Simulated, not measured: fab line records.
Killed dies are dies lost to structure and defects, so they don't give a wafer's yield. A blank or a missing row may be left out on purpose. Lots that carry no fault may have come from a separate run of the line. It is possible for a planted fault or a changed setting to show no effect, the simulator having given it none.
2 desks, one fault -- flow nand harc -- numbers are kept per desk, each desk with only its own; the story behind them comes last

## TOOL OWNER'S DESK, arfi scanner-03
The tool's own readings at NHARC_A_M1_EXPOSE_06 (exposes mask A M1, target cd 120 nm): means of the sampled wafers that have a number, for each lot that ran on this tool. If a lot's mean is further than 4 standard deviations from the usual mean, the lot is out of limits and carries the mark OUT (the distance appears in the brackets).
Columns: A = exposure dose mJ cm2 at NHARC_A_M1_EXPOSE_06, usual 75.09
lot,first seen here,A
L833,day 18 04:16,75.03
L835,day 18 18:53,75.21
L842,day 20 15:44,75.22
L847,day 21 16:22,75.10
L846,day 21 17:31,42.24 (-99 or more) OUT
L850,day 22 09:59,48.79 (-99 or more) OUT
This desk finds L846, L850 out of limits, L846 being first, at day 21 17:31 (exposure dose mJ cm2 at NHARC_A_M1_EXPOSE_06). L833, L835, L842, L847 stayed within limits.

## FROM THE METROLOGY DESK
Means of the sampled wafers that have a number, per lot and without regard to the tool the lot ran on: this is what the gauges read. If a lot's mean is further than 4 standard deviations from the usual mean, the lot is out of limits and carries the mark OUT (the distance appears in the brackets).
Columns: A = thk nm at NHARC_A_M0_THK_MEAS_24, usual 113.6 nm; B = cd nm at NHARC_A_M1_CD_MEAS_09, usual 119.9 nm; C = cd nm at NHARC_A_M1_CD_MEAS_16, usual 120.3 nm
lot,first seen here,A,B,C
L831,day 17 21:17,113.9,119.6,119.8
L834,day 18 02:07,112.4,120.6,121.7
L833,day 18 02:50,113.1,119.8,119.6
L835,day 18 17:16,114.2,121.0,120.8
L837,day 19 04:35,114.3,120.2,120.0
L841,day 19 22:29,112.3,119.4,120.1
L842,day 20 14:20,114.4,119.2,119.2
L847,day 21 15:04,113.7,120.5,121.0
L846,day 21 16:13,116.0,85.7 (-53) OUT,86.3 (-34) OUT
L848,day 22 04:04,114.1,120.0,120.6
L850,day 22 08:34,116.2,94.0 (-40) OUT,94.7 (-26) OUT
This desk finds L846, L850 out of limits, L846 being first, at day 21 17:39 (cd nm at NHARC_A_M1_CD_MEAS_09). L831, L834, L833, L835, L837, L841, L842, L847, L848 stayed within limits.

## ALL TOGETHER
At day 21 17:31, on L846, L850, the tool owner's desk was in a position to raise an alarm.
The metrology desk could have raised an alarm at day 21 17:39, on L846, L850.
Every lot named ran NHARC_A_M1_EXPOSE_06 on arfi scanner-03.

## WHAT HAD BEEN PUT IN BY THE SIMULATOR
Drift in process parameters on arfi scanner-03 at NHARC_A_M1_EXPOSE_06, starting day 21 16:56. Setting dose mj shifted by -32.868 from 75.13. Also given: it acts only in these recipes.
Lots struck among those shown: L846, L850.
Time in hours from fault onset to the first out-of-limits reading at each desk: tool owner's desk 1, metrology desk 1.
